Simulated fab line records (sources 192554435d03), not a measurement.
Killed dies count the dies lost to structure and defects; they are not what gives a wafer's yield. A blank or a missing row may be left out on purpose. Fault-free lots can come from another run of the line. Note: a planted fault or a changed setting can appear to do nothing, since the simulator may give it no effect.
Matching of chambers | flow n5 finfet | 4 sister chambers for N5_BEOL_M4_ALD_98 on ald sin-02
The step deposits SiO2, target thk 2.5 nm, pulse time 1 s, co reactant pulse time 1 s. 22 wafers are shown with their chamber, then 11 later ones without.

EACH WAFER AND ITS CHAMBER
wafer  | chamber | heater power w (W) | precursor pulse height rel
L076.1 | 3       | 72                 | 1.046
L076.3 | 1       | 78                 | 1.003
L076.4 | 0       | 81                 | 0.962
L077.1 | 1       | 76                 | 1.001
L077.2 | 0       | 82                 | 1.031
L077.3 | 3       | 73                 | 0.961
L077.4 | 2       | 78                 | 0.969
L077.5 | 3       | 73                 | 0.993
L077.6 | 0       | 83                 | 0.996
L078.1 | 1       | 78                 | 1.027
L078.2 | 2       | 84                 | 1.022
L078.5 | 2       | 83                 | 0.951
L079.2 | 1       | 78                 | 1.028
L079.4 | 0       | 83                 | 0.943
L079.5 | 2       | 82                 | 0.987
L082.3 | 0       | 83                 | 0.981
L082.4 | 1       | 76                 | 1.004
L082.5 | 0       | 84                 | 1.011
L086.1 | 3       | 72                 | 0.988
L086.3 | 0       | 84                 | 1.020
L086.5 | 2       | 82                 | 0.943
L087.2 | 3       | 72                 | 1.013

SIGNATURES (averages over the wafers above)
reading                    | chamber 0 | chamber 1 | chamber 2 | chamber 3 | scatter within a chamber
heater power w             | 82.86     | 77.20     | 81.80     | 72.40     | 1.37
precursor pulse height rel | 0.99200   | 1.01260   | 0.97440   | 1.00020   | 0.0287
Rule: a wafer's distance from a chamber is the root of the sum, over the readings, of the square of ((its reading less the chamber's mean) divided by the reading's scatter). If the next closest chamber is less than 2 further off than the closest, the wafer can't be placed; otherwise it belongs to the closest. The scatter: take each reading less its chamber's mean, square it, sum over the shown wafers, divide by the number of wafers less the number of chambers, and take the root.

WAFERS WITH NO CHAMBER GIVEN
wafer  | heater power w (W) | precursor pulse height rel
L087.4 | 82                 | 1.001
L087.5 | 83                 | 0.993
L090.3 | 79                 | 1.018
L090.5 | 84                 | 1.004
L090.6 | 74                 | 0.981
L091.1 | 85                 | 1.046
L091.4 | 71                 | 1.015
L091.5 | 76                 | 0.968
L096.1 | 80                 | 0.987
L096.5 | 75                 | 0.975
L096.6 | 81                 | 1.012

WHICH CHAMBER EACH WENT THROUGH
wafer  | from the rows above          | in truth
L087.4 | can't be placed: 0 or 2      | 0
L087.5 | can't be placed: 0 or 2      | 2
L090.3 | can't be placed: 1 or 2 or 0 | 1
L090.5 | can't be placed: 0 or 2      | 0
L090.6 | can't be placed: 3 or 1      | 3
L091.1 | can't be placed: 0 or 2      | 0
L091.4 | 3                            | 3
L091.5 | can't be placed: 1 or 3      | 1
L096.1 | can't be placed: 2 or 0 or 1 | 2
L096.5 | can't be placed: 1 or 3      | 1
L096.6 | can't be placed: 2 or 0 or 1 | 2
Placed correctly: 1 of 11. Can't be placed from these rows: 10 (the true chamber is among the candidates in 10). Wrongly placed: 0.
